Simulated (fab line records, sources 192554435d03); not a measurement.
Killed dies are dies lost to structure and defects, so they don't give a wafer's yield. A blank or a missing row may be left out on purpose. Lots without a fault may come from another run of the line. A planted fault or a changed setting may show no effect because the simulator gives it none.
A struck lot beside a sound one | flow n5_finfet | 18 steps out of a route of 1938
Sound: wafers L821.2, L821.4, L821.5. Struck: wafers L828.1, L828.2, L828.3. The cause comes at the end.
At each step with rows: each side's tool, then ch and its chambers, then its first start. Under that, the readings that differ: sound wafers | struck wafers | difference of the means | sigmas: that difference in standard deviations of wafers without a fault.
alike: readings whose means differ by less than 2 such deviations, and words and numbers that are the same on both sides. not compared: withheld readings, readings that some wafer has no value for, bounds like >300 that may hide the same value, and numbers for which the record gives no deviation and whose values overlap.
The two part at a step that has a row with sigmas, a row that says differs or no value, or rows on one side only. Numbers that don't overlap but have no deviation are shown without sigmas and don't part them. A reading that every wafer of one side lacks parts them only if that side has two wafers or more.

first, 9 steps without rows for these wafers: N5_FIN_CUT_COAT_02 (resist thk 30 nm); N5_FIN_CUT_EBR_04; N5_FIN_CUT_SOFTBAKE_03 (time 60 s); N5_FIN_CUT_EXPOSE_05 (exposes mask FIN CUT); N5_FIN_CUT_PEB_06 (peb time 60 s); N5_FIN_CUT_DEVELOP_07 (develop time 30 s); N5_FIN_CUT_DESCUM_13 (chemistry O2, time 7 s); N5_FIN_CUT_ETCH_30 (etches underlayer in N2/H2, target depth 13 nm, time 10.4 s); N5_FIN_CUT_ETCH_20 (etches SiARC in CF4, target depth 26 nm, time 43.3 s).
N5_FIN_CUT_ETCH_21: etches SOC in N2/H2, target depth 219 nm, overetch 43.8 nm, time 523.5 s.
  sound on rie_diel-01 ch 1,2,3, day 3 15:25; struck on rie_diel-01 ch 2,3, day 5 09:57
  no value came back on the struck wafers for any of 8 readings (bias_w (W), chamber_pressure_mTorr (mTorr) and others); on the sound wafers bias_w (W) reads 61.35 60.95 61.36
  reading                                         | sound        | struck      | difference | sigmas
  model.underlayer_of_FIN_CUT_COAT_29.thk_nm (nm) | 0 0 0        | 9.2 9.2 9.2 | +9.2       |
  model.SiARC_of_FIN_CUT_COAT_19.thk_nm (nm)      | 12 11.8 11.8 | 20 20 20    | +8         |
  not compared: rf_hours_counter_h
then, 4 steps without rows for these wafers: N5_FIN_CUT_STRIP_23 (strips in N2/H2); N5_FIN_CUT_STRIP_31 (strips in N2/H2); N5_FIN_CUT_STRIP_24 (strips in CF4); N5_FIN_CUT_CUT_ETCH_26 (etches SiNx in CH3F/O2, target depth 39 nm, time 55.7 s).
N5_FIN_CUT_CUT_ETCH_27: etches SiO2 in CHF3/O2, target depth 4 nm, overetch 2 nm, time 4.9 s.
  sound on rie_diel-01 ch 1,2,3, day 3 15:49; struck on rie_diel-01 ch 2,3, day 5 10:32
  reading               | sound          | struck         | difference | sigmas
  oes_product_au (a.u.) | 0.66 0.76 0.58 | 0.31 0.34 0.35 | -0.33      | -5
  alike: CHF3_flow_sccm, O2_flow_sccm, drypump_motor_current_A, rf_fwd_power_W, rf_vpp_V, showerhead_plenum_p_Torr, throttle_valve_pct
  not compared: rf_hours_counter_h
then, 1 step without rows for these wafers: N5_FIN_CUT_PRECLEAN_35 (cleans in vHF, time 13.3 s).
N5_BEOL_M4_RC_MEAS_101:
  the record has rows for the sound wafers here (prober-02 ch 0, day 10 10:37) and none for the struck ones
-- the record jumps here: 12 days lie between the struck wafers' starts before and after (it left off in module BEOL_M4 and takes up again in module PASSIVATION, whose first step shown is number 1936 of the route) --
N5_PASSIVATION_PROBE_49:
  sound on prober-02, day 15 06:16; struck on prober-01, day 17 05:01
  reading                  | sound          | struck         | difference | sigmas
  defect_limited_yield (%) | 91.0 91.6 93.5 | 0 0 0          | -92        | -66
  killed_at_front_end      | 37 37 29       | 1117 1125 1110 | +1083      | +90
  killed_dies              | 106 99 77      | 1180 1180 1180 | +1086      | +64
  killed_on_rim            | 14 15 10       | 152 152 152    | +139       | +33
  sort_bin_5_function (%)  | 5.1 5.2 3.9    | 95.8 96.3 96.3 | +91.4      | +97
  sort_n_pass              | 1074 1081 1103 | 0 0 0          | -1086      | -64
  sort_yield_pct (%)       | 91.0 91.6 93.5 | 0 0 0          | -92        | -66
  alike: killed_at_M0_to_M3, killed_at_M4_up, killed_at_contacts, killed_at_other, killed_open, killed_short, sort_bin_6_memory

WHERE THEY PART
First at N5_FIN_CUT_ETCH_21; last, within this record, at N5_PASSIVATION_PROBE_49.

WHY: what the simulator had put in
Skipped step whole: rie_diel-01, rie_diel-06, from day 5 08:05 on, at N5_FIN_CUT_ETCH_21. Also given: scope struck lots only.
